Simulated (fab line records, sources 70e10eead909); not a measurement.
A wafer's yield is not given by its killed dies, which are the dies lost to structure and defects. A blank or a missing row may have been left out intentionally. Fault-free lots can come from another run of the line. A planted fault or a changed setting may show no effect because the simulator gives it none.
Chamber matching -- flow nandHarc -- rieDiel-08 running NHARC_A_CONTACT_DESCUM_47: 4 sister chambers
The step chemistry O2, time 3 s. 8 wafers are shown with their chamber, then 8 later ones without.

## WAFERS PAIRED WITH THEIR CHAMBERS
wafer,chamber,showerheadPlenumPTorr (Torr),oesProductAu (a.u.)
L081.6,0,1.94,0.991
L083.1,3,1.96,0.998
L083.2,1,1.85,1.010
L083.5,2,2.06,0.987
L086.2,2,2.06,0.993
L086.3,1,1.85,0.993
L086.4,3,1.96,1.000
L090.2,0,1.93,1.007

## WAFERS MISSING THEIR CHAMBER
wafer,showerheadPlenumPTorr (Torr),oesProductAu (a.u.)
L090.3,2.05,0.991
L090.6,2.05,0.997
L095.1,2.05,1.000
L095.4,1.93,0.990
L095.6,2.05,1.005
L095.2,1.84,1.012
L095.3,1.95,1.007
L095.5,1.95,1.003

## WHICH CHAMBER EACH ONE RAN IN
wafer,from the rows above,in truth
L090.3,2,2
L090.6,2,2
L095.1,2,2
L095.4,0,0
L095.6,2,2
L095.2,1,1
L095.3,can't be placed: 3 or 0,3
L095.5,can't be placed: 3 or 0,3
Correct placement for 6 of the 8. Cannot be placed on the basis of these rows: 2; the candidates contain the true chamber in 2. Number placed wrongly: 0.
How it was worked out, from the rows above alone: a wafer's distance from a chamber is the root of the sum, over the readings, of the square of ((its reading less the chamber's mean) divided by the reading's scatter). The wafer belongs to the nearest chamber; if the next one is less than 2 further off, it can't be placed. A chamber's mean is the mean of its shown wafers. The scatter is the square root of a quotient: the sum, over the shown wafers, of each reading's squared deviation from its chamber's mean, divided by wafers minus chambers.
